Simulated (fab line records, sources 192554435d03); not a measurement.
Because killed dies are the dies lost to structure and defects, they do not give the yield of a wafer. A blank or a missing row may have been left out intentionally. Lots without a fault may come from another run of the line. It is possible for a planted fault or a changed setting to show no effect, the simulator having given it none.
fab line records	flow n5_finfet
[record] lots = 7	wafers = 39
route steps=1938 shown BEOL_M6@1194 BEOL_M9@1405 BEOL_M14@1762
start_h: hours from the record's opening day to when the first of the lot's shown wafers began	wait_h: hours elapsed since this lot's preceding step	" same as the row above	L1.1+2: a single row standing in for several wafers	- no value, or no start given	* or withheld: withheld	< > ~ a bound
route shown NAME@n: a module of which the file shows steps, and the number in the route of the first	usual: mean and standard deviation over wafers with no fault	same: alike in all rows	chamber/n: place in a boat	sites: each site's reading	_std_site: the standard deviation of these	_edge_site: inner sites' mean taken away from outer sites' mean	radius_mm: how far each site lies from the wafer's centre	mask NAME#n: copy n	behind: the last tool/chamber to shape the wafer	hold: why the lot went on hold/how many hours it stayed there/how the hold came to an end	device: the transistor (n, p or np) that didn't switch	end of line: at the end of the route, the tests of the same wafers	a step without rows: its recipe alone	killed: the dies lost at the first sort to structure and to defects; this is not the yield of the wafer	map: per-die view of a wafer (x killed, . not killed, _ where there is no die)
set.NAME: the setting that was run; set.NAME@STEP: the one run at that earlier step	model.NAME: the simulator's own value behind a step, which no gauge read
lots where settings were altered on purpose, with a table for each step and a row for each wafer
[[steps]]
[step N5_BEOL_M6_ILD_DEP_00]
[recipe] material = SiCOH_lowk	target_thk_a = 1797.5	temp_c = 300	precursor = DEMS/porogen	pressure_torr = 5	rf_w = 500	time_s = 33.4
lot.wafer	tool	chamber	start_h	wait_h	set.time_s	model.SiCOH_lowk_of_BEOL_M6_ILD_DEP_00.thk_nm
L077.1	pecvd-04	2	197.47	0.0	33.4	176.2
L077.2	"	1	"	"	22.49	121.4
L077.3	"	0	"	"	33.4	177.2
L077.4	"	2	"	"	22.49	121.2
L077.5	"	0	"	"	22.49	125.4
L077.6	"	1	"	"	33.4	179.8
L078.1	pecvd-01	1	199.18	0.0	33.4	178.6
L078.2	"	0	"	"	20.02	109.4
L078.3	"	2	"	"	20.02	108.6
L078.4	"	0	"	"	33.4	181.4
L078.5	"	2	"	"	33.4	181.2
L078.6	"	1	"	"	20.02	112.6
L079.1	pecvd-01	0	210.23	0.0	33.4	176.4
L079.2	"	1	"	"	33.4	177.8
L079.3	"	2	"	"	33.4	176.6
L079.4	"	0	"	"	33.4	180.8
L079.5	"	1	"	"	33.4	178.8
L079.6	"	2	"	"	33.4	179.4
L084.1	pecvd-01	0	234.80	0.0	18.18	100.2
L084.2	"	2	"	"	33.4	176.2
L084.3	"	1	"	"	18.18	100.6
L084.4	"	0	"	"	18.18	99.4
L084.5	"	2	"	"	33.4	180.8
L084.6	"	1	"	"	33.4	181.2
L089.1	pecvd-03	2	287.49	0.0	17.38	90.4
L089.2	"	0	"	"	33.4	177
L089.3	"	1	"	"	33.4	174.6
L089.4	"	0	"	"	17.38	92.6
L089.5	"	2	"	"	33.4	178
L089.6	"	1	"	"	17.38	91.8
L090.2	pecvd-03	0	290.68	0.0	33.4	178.8
L090.3	"	2	"	"	33.4	177.6
L090.6	"	0	"	"	33.4	179.8
L095.1	pecvd-03	2	314.78	0.0	15.84	86
L095.2	"	1	"	"	33.4	176.6
L095.3	"	0	"	"	15.84	86.6
L095.4	"	1	"	"	15.84	89
L095.5	"	0	"	"	33.4	182.4
L095.6	"	2	"	"	33.4	179.6
[step N5_BEOL_M6_CURE_74]
[recipe] temp_c = 385	time_s = 240	ambient = He/Ar	material = SiCOH_lowk
lot.wafer	tool	chamber	start_h	wait_h	set.time_s@BEOL_M6_ILD_DEP_00	model.SiCOH_lowk_of_BEOL_M6_ILD_DEP_00.thk_nm
L077.1	uv_cure-03	1	197.53	0.0	33.4	151.8
L077.2	"	1	"	"	22.49	104.4
L077.3	"	1	"	"	33.4	152.8
L077.4	"	1	"	"	22.49	104.2
L077.5	"	1	"	"	22.49	107.8
L077.6	"	1	"	"	33.4	155
L078.1	uv_cure-02	0	199.24	0.0	33.4	154
L078.2	"	0	"	"	20.02	94
L078.3	"	0	"	"	20.02	93.4
L078.4+5	"	0	"	"	33.4	156.4
L078.6	"	0	"	"	20.02	96.8
L079.1+3	uv_cure-02	2	210.29	0.0	33.4	152.2
L079.2	"	2	"	"	33.4	153.4
L079.4	"	2	"	"	33.4	156
L079.5	"	2	"	"	33.4	154.2
L079.6	"	2	"	"	33.4	154.6
L084.1	uv_cure-01	1	234.87	0.0	18.18	86
L084.2	"	1	"	"	33.4	152
L084.3	"	1	"	"	18.18	86.4
L084.4	"	1	"	"	18.18	85.2
L084.5	"	1	"	"	33.4	156
L084.6	"	1	"	"	33.4	156.2
L089.1	uv_cure-01	2	287.56	0.0	17.38	77.4
L089.2	"	2	"	"	33.4	152.6
L089.3	"	2	"	"	33.4	150.4
L089.4	"	2	"	"	17.38	79.6
L089.5	"	2	"	"	33.4	153.4
L089.6	"	2	"	"	17.38	78.8
L090.2	uv_cure-02	1	290.92	0.2	33.4	154
L090.3	"	1	"	"	33.4	153.2
L090.6	"	1	"	"	33.4	155
L095.1	uv_cure-01	2	314.84	0.0	15.84	73.6
L095.2	"	2	"	"	33.4	152.2
L095.3	"	2	"	"	15.84	74.4
L095.4	"	2	"	"	15.84	76.2
L095.5	"	2	"	"	33.4	157.2
L095.6	"	2	"	"	33.4	154.8
[step N5_BEOL_M6_THK_MEAS_01]
[recipe] reads = SiCOH_lowk_of_BEOL_M6_ILD_DEP_00
[usual] M6_ILD_THK = 154.5/1.8
lot.wafer	tool	chamber	start_h	wait_h	set.time_s@BEOL_M6_ILD_DEP_00	M6_ILD_THK[nm]
L077.1	film_metro-01	-	198.04	0.4	33.4	151.7
L077.2	"	-	"	"	22.49	104.3
L077.3	"	-	"	"	33.4	152.7
L077.4	"	-	"	"	22.49	104.1
L077.5	"	-	"	"	22.49	107.7
L077.6	"	-	"	"	33.4	155.1
L078.1	film_metro-02	-	199.76	0.4	33.4	153.8
L078.2	"	-	"	"	20.02	93.9
L078.3	"	-	"	"	20.02	93.4
L078.4	"	-	"	"	33.4	156.3
L078.5	"	-	"	"	33.4	156.4
L078.6	"	-	"	"	20.02	96.7
L079.1	film_metro-02	-	210.80	0.4	33.4	152.1
L079.2	"	-	"	"	33.4	153.4
L079.3	"	-	"	"	33.4	152.3
L079.4	"	-	"	"	33.4	156.0
L079.5	"	-	"	"	33.4	154.1
L079.6	"	-	"	"	33.4	154.7
L084.1	film_metro-01	-	235.38	0.4	18.18	85.9
L084.2	"	-	"	"	33.4	152.1
L084.3	"	-	"	"	18.18	86.4
L084.4	"	-	"	"	18.18	85.2
L084.5	"	-	"	"	33.4	155.9
L084.6	"	-	"	"	33.4	156.2
L089.1	film_metro-01	-	288.07	0.4	17.38	77.5
L089.2	"	-	"	"	33.4	152.6
L089.3	"	-	"	"	33.4	150.6
L089.4	"	-	"	"	17.38	79.5
L089.5	"	-	"	"	33.4	153.3
L089.6	"	-	"	"	17.38	78.8
L090.2	film_metro-01	-	291.75	0.7	33.4	154.1
L090.3	"	-	"	"	33.4	153.0
L090.6	"	-	"	"	33.4	154.9
L095.1	film_metro-02	-	315.35	0.4	15.84	73.7
L095.2	"	-	"	"	33.4	152.3
L095.3	"	-	"	"	15.84	74.3
L095.4	"	-	"	"	15.84	76.2
L095.5	"	-	"	"	33.4	157.4
L095.6	"	-	"	"	33.4	154.9
[step N5_BEOL_M6_ETCH_62]
[recipe] chemistry = N2/H2	target = SOC	target_depth_a = 1100	overetch_a = 220	mask_material = SiARC	temp_c = 40	time_s = 165	ion_energy_ev = 200	pressure_mtorr = 30	source_w = 840	bias_w = 150	n2_flow_sccm = 200	h2_flow_sccm = 200
lot.wafer	tool	chamber	start_h	wait_h	set.time_s	model.etch.depth_nm	model.SiARC_of_BEOL_M6_COAT_60.thk_nm
L077.1	rie_diel-04	0	201.15	0.0	165	100.4	28.4
L077.2	"	2	"	"	122.7	98.72	30.2
L077.3	"	3	"	"	165	100.5	28.6
L077.4	"	1	"	"	165	100.8	28.2
L077.5	"	2	"	"	122.7	98.43	30.4
L077.6	"	3	"	"	122.7	96.5	30.4
L078.1	rie_diel-04	2	201.62	0.0	165	100.6	28.4
L078.2	"	0	"	"	237.3	100.3	25.2
L078.3	"	3	"	"	165	100.7	28.6
L078.4	"	1	"	"	237.3	100.6	25.2
L078.5	"	3	"	"	237.3	100.3	25.6
L078.6	"	0	"	"	165	100.4	28.2
L079.1	rie_diel-05	0	212.61	0.0	165	100.1	28.6
L079.2	"	3	"	"	165	100.1	28.4
L079.3	"	1	"	"	165	99.84	28.2
L079.4	"	3	"	"	165	100	28.4
L079.5	"	1	"	"	165	99.96	28.2
L079.6	"	0	"	"	165	99.99	28.4
L084.1	rie_diel-04	3	237.23	0.0	165	99.91	28.4
L084.2	"	0	"	"	165	99.58	28
L084.3	"	2	"	"	165	99.8	27.8
L084.4	"	1	"	"	165	100	28.2
L084.5+6	"	1,2	"	"	165	100.1	28
L089.1	rie_diel-02	3	291.66	0.0	74.28	59.63	32
L089.2	"	2	"	"	74.28	59.22	32.2
L089.3	"	1	"	"	165	99.95	28.6
L089.4	"	0	"	"	165	99.86	28.2
L089.5	"	3	"	"	74.28	58.98	32
L089.6	"	2	"	"	165	100.1	28.8
L090.2	rie_diel-04	3	292.66	0.0	165	100.1	28.6
L090.3	"	2	"	"	165	100.1	28.2
L090.6	"	3	"	"	165	100.1	28.4
L095.1	rie_diel-05	3	317.23	0.0	165	100.2	28.4
L095.2	"	1	"	"	205.9	100.1	26.4
L095.3	"	2	"	"	205.9	100.1	26.8
L095.4	"	0	"	"	165	99.76	28.2
L095.5	"	1	"	"	165	99.93	28.2
L095.6	"	0	"	"	205.9	99.82	26.6
[step N5_BEOL_M9_HM_DEP_02]
[recipe] material = TiN	target_thk_a = 200	temp_c = 25	chamber_pressure_pa = 0.49996
lot.wafer	tool	chamber	start_h	wait_h	set.target_thk_a	model.TiN_of_BEOL_M9_HM_DEP_02.thk_nm
L077.1	pvd_sputter-01	-	224.41	0.0	200	20.2
L077.2	"	-	"	"	93.48	9.4
L077.3+5	"	-	"	"	93.48	9.6
L077.4	"	-	"	"	200	20
L077.6	"	-	"	"	200	20.4
L078.1+2	pvd_sputter-01	-	226.86	0.0	200	20
L078.3+6	"	-	"	"	241.4	24
L078.4	"	-	"	"	241.4	24.4
L078.5	"	-	"	"	200	20.4
L079.1	pvd_sputter-01	-	237.12	0.7	200	20.4
L079.2+6	"	-	"	"	128.5	12.8
L079.3	"	-	"	"	128.5	12.6
L079.4	"	-	"	"	200	19.8
L079.5	"	-	"	"	200	20
L084.1+4	pvd_sputter-01	-	267.55	1.2	200	20.6
L084.2+3+5	"	-	"	"	200	20.4
L084.6	"	-	"	"	200	20.8
L089.1	pvd_sputter-02	-	314.30	0.3	200	20.6
L089.2+4+5	"	-	"	"	200	20.2
L089.3+6	"	-	"	"	200	20.4
L090.2	pvd_sputter-03	-	320.04	1.4	200	20
L090.3	"	-	"	"	200	20.4
L090.6	"	-	"	"	200	20.2
L095.1	pvd_sputter-03	-	341.62	0.3	259.1	25.4
L095.2	"	-	"	"	259.1	25.6
L095.3	"	-	"	"	259.1	26
L095.4	"	-	"	"	200	20.2
L095.5	"	-	"	"	200	20
L095.6	"	-	"	"	200	19.8
[step N5_BEOL_M9_COAT_59]
[recipe] resist = SOC	temp_c = 250	time_s = 60	spin_rpm = 1500	resist_thk_nm = 100
[step N5_BEOL_M9_COAT_60]
[recipe] resist = SiARC	temp_c = 220	time_s = 60	spin_rpm = 1500	resist_thk_nm = 30
[step N5_BEOL_M9_STRIP_68]
[recipe] chemistry = N2/H2	temp_c = 40	n2_flow_sccm = 200	h2_flow_sccm = 200	rf_frequency_hz = 6e+07
[step N5_BEOL_M9_STRIP_67]
[recipe] chemistry = CF4	resist = SiARC	power_w = 300	bias_power_w = 75	pressure_mtorr = 50	cf4_flow_sccm = 150	rf_frequency_hz = 6e+07
[step N5_BEOL_M9_HM_OPEN_17]
[recipe] chemistry = Cl2/BCl3	target_depth_a = 200	overetch_a = 60	target = TiN	mask_material = SOC	ion_energy_ev = 150	pressure_mtorr = 10	icp_w = 1000	bias_w = 126	Cl2_flow_sccm = 53.25	bcl3_flow_sccm = 21.75	Ar_flow_sccm = 25
lot.wafer	tool	chamber	start_h	wait_h	set.target_thk_a@BEOL_M9_HM_DEP_02	model.etch.depth_nm
L077.1	rie_metal-03	0	225.14	0.0	200	20.14
L077.2	"	1	"	"	93.48	9.384
L077.3	"	1	"	"	93.48	9.644
L077.4	"	0	"	"	200	19.99
L077.5	"	1	"	"	93.48	9.638
L077.6	"	0	"	"	200	20.47
L078.1	rie_metal-03	0	228.25	0.0	200	20.03
L078.2	"	1	"	"	200	20.09
L078.3	"	1	"	"	241.4	23.98
L078.4	"	0	"	"	241.4	24.48
L078.5	"	0	"	"	200	20.43
L078.6	"	1	"	"	241.4	24.07
L079.1	rie_metal-01	0	237.98	0.0	200	20.39
L079.2	"	1	"	"	128.5	12.71
L079.3	"	0	"	"	128.5	12.6
L079.4	"	1	"	"	200	19.86
L079.5	"	1	"	"	200	20.03
L079.6	"	0	"	"	128.5	12.75
L084.1	rie_metal-01	1	268.35	0.0	200	20.7
L084.2+5	"	0,1	"	"	200	20.31
L084.3	"	1	"	"	200	20.33
L084.4	"	0	"	"	200	20.52
L084.6	"	0	"	"	200	20.77
L089.1	rie_metal-02	0	315.16	0.0	200	20.62
L089.2	"	0	"	"	200	20.15
L089.3	"	0	"	"	200	20.33
L089.4	"	0	"	"	200	20.14
L089.5	"	0	"	"	200	20.16
L089.6	"	0	"	"	200	20.39
L090.2	rie_metal-03	0	320.96	0.0	200	20.07
L090.3	"	1	"	"	200	20.31
L090.6	"	1	"	"	200	20.11
L095.1	rie_metal-02	0	342.54	0.0	259.1	25.45
L095.2	"	1	"	"	259.1	25.32
L095.3	"	1	"	"	259.1	25.08
L095.4	"	0	"	"	200	20.21
L095.5	"	0	"	"	200	20
L095.6	"	1	"	"	200	19.83
[step N5_BEOL_M14_SPUTTER_43]
[recipe] material = TaN	target_thk_a = 150	temp_c = 50	bias_v = 168.6	power_w = 15000	chamber_pressure_pa = 0.12	time_s = 24.19
lot.wafer	tool	chamber	start_h	wait_h	set.target_thk_a	model.TaN_of_BEOL_M14_SPUTTER_43.thk_nm
L077.1+2+6	pvd_sputter-02	-	260.34	0.0	150	14.8
L077.3+5	"	-	"	"	68.69	6.8
L077.4	"	-	"	"	68.69	6.6
L078.1+2+3+4+6	pvd_sputter-01	-	272.97	0.0	150	15
L078.5	"	-	"	"	150	15.2
L079.1+6	pvd_sputter-01	-	279.23	0.0	150	15
L079.2	"	-	"	"	150	15.2
L079.3+5	"	-	"	"	120.5	12
L079.4	"	-	"	"	120.5	12.2
L084.1+6	pvd_sputter-02	-	313.98	0.0	150	15.2
L084.2+4	"	-	"	"	200.1	20.2
L084.3	"	-	"	"	150	14.8
L084.5	"	-	"	"	200.1	20
L089.1	pvd_sputter-01	-	357.87	0.0	63.69	6
L089.2	"	-	"	"	150	14.8
L089.3+5	"	-	"	"	63.69	6.2
L089.4	"	-	"	"	150	15
L089.6	"	-	"	"	150	15.2
L090.2	pvd_sputter-01	-	363.27	0.0	150	14.6
L090.3+6	"	-	"	"	150	14.8
L095.1+2+5	pvd_sputter-03	-	393.41	0.0	150	15.2
L095.3	"	-	"	"	95.96	10
L095.4+6	"	-	"	"	95.96	9.8
[step N5_BEOL_M14_SPUTTER_44]
[recipe] material = Ta	target_thk_a = 150	temp_c = 50	bias_v = 80	power_w = 15000	chamber_pressure_pa = 0.07	time_s = 24.19
[step N5_BEOL_M14_SPUTTER_45]
[recipe] material = Cu	target_thk_a = 1000	temp_c = -20	bias_v = 60	power_w = 26000	chamber_pressure_pa = 0.13	time_s = 16.67
[step N5_BEOL_M14_ECD_47]
[recipe] material = Cu	target_thk_a = 12480
[step N5_BEOL_M14_ANNEAL_48]
[recipe] temp_c = 225	time_s = 90	ambient = N2
[step N5_BEOL_M14_CMP_49]
[recipe] stop_on = SiO2	t_overpolish_s = 5.2	down_force_psi = 2	platen_rpm = 80	clearing_platen_down_force_psi = 2	clearing_platen_rpm = 80	post_cmp_clean = cu_alkaline	target_thk_nm = 560	clearing_platen_pad_velocity_m_s = 1.5917	pad_velocity_m_s = 1.5917
[usual] barrier_field_endpoint_s = 11.39/0.23
lot.wafer	tool	chamber	start_h	wait_h	set.target_thk_a@BEOL_M14_SPUTTER_43	barrier_field_endpoint_s
L077.3	cmp-02	2	261.91	0.2	68.69	8.25
L077.2	"	3	"	"	150	11.46
L077.4	"	0	"	"	68.69	8.14
L077.1	"	1	"	"	150	11.57
L077.6	"	2	"	"	150	11.29
L077.5	"	3	"	"	68.69	8.21
L078.2	cmp-03	0	274.20	0.2	150	11.52
L078.3	"	1	"	"	150	11.28
L078.1	"	2	"	"	150	11.06
L078.4	"	3	"	"	150	11.14
L078.5	"	0	"	"	150	11.39
L078.6	"	1	"	"	150	11.12
L079.2	cmp-02	2	279.99	0.2	150	11.26
L079.4	"	3	"	"	120.5	10.35
L079.3	"	0	"	"	120.5	10.17
L079.1	"	1	"	"	150	11.04
L079.5	"	2	"	"	120.5	9.80
L079.6	"	3	"	"	150	11.30
L084.1	cmp-04	0	315.11	0.3	150	11.74
L084.3	"	1	"	"	150	11.29
L084.4	"	2	"	"	200.1	13.57
L084.2	"	3	"	"	200.1	13.46
L084.5	"	0	"	"	200.1	13.74
L084.6	"	1	"	"	150	11.90
L089.3	cmp-02	2	358.65	0.2	63.69	7.87
L089.1	"	3	"	"	63.69	7.96
L089.4	"	0	"	"	150	11.53
L089.2	"	1	"	"	150	11.29
L089.5	"	2	"	"	63.69	7.80
L089.6	"	3	"	"	150	11.37
L090.3	cmp-04	0	364.21	0.2	150	11.46
L090.2	"	2	"	"	150	11.27
L090.6	"	0	"	"	150	11.60
L095.1	cmp-02	0	394.28	0.3	150	11.39
L095.2	"	1	"	"	150	11.39
L095.4	"	2	"	"	95.96	8.99
L095.3	"	3	"	"	95.96	9.49
L095.5	"	0	"	"	150	11.42
L095.6	"	1	"	"	95.96	9.63
[[key]]
[split] step = N5_BEOL_M6_ILD_DEP_00	setting = time_s	stated = 33.4	by = wafer
[response] step = N5_BEOL_M6_ILD_DEP_00	reading = model.SiCOH_lowk_of_BEOL_M6_ILD_DEP_00.thk_nm	change = +1.75	per = 1%	r = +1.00
[response] step = N5_BEOL_M6_CURE_74	reading = model.SiCOH_lowk_of_BEOL_M6_ILD_DEP_00.thk_nm	change = +1.52	per = 1%	r = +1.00
[response] step = N5_BEOL_M6_THK_MEAS_01	reading = M6_ILD_THK	change = +1.52	per = 1%	r = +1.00
[split] step = N5_BEOL_M6_ETCH_62	setting = time_s	stated = 165	by = wafer
[response] step = N5_BEOL_M6_ETCH_62	reading = model.etch.depth_nm	shape = bent	at_lowest = 59.28	at_stated = 100.1	at_highest = 100.4
[response] step = N5_BEOL_M6_ETCH_62	reading = model.SiARC_of_BEOL_M6_COAT_60.thk_nm	change = -0.0675	per = 1%	r = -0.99
[split] step = N5_BEOL_M9_HM_DEP_02	setting = target_thk_a	stated = 200	by = wafer
[response] step = N5_BEOL_M9_HM_DEP_02	reading = model.TiN_of_BEOL_M9_HM_DEP_02.thk_nm	change = +0.199	per = 1%	r = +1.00
[response] step = N5_BEOL_M9_HM_OPEN_17	reading = model.etch.depth_nm	change = +0.198	per = 1%	r = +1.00
[split] step = N5_BEOL_M14_SPUTTER_43	setting = target_thk_a	stated = 150	by = wafer
[response] step = N5_BEOL_M14_SPUTTER_43	reading = model.TaN_of_BEOL_M14_SPUTTER_43.thk_nm	change = +0.151	per = 1%	r = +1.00
[response] step = N5_BEOL_M14_CMP_49	reading = barrier_field_endpoint_s	change = +0.0595	per = 1%	r = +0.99
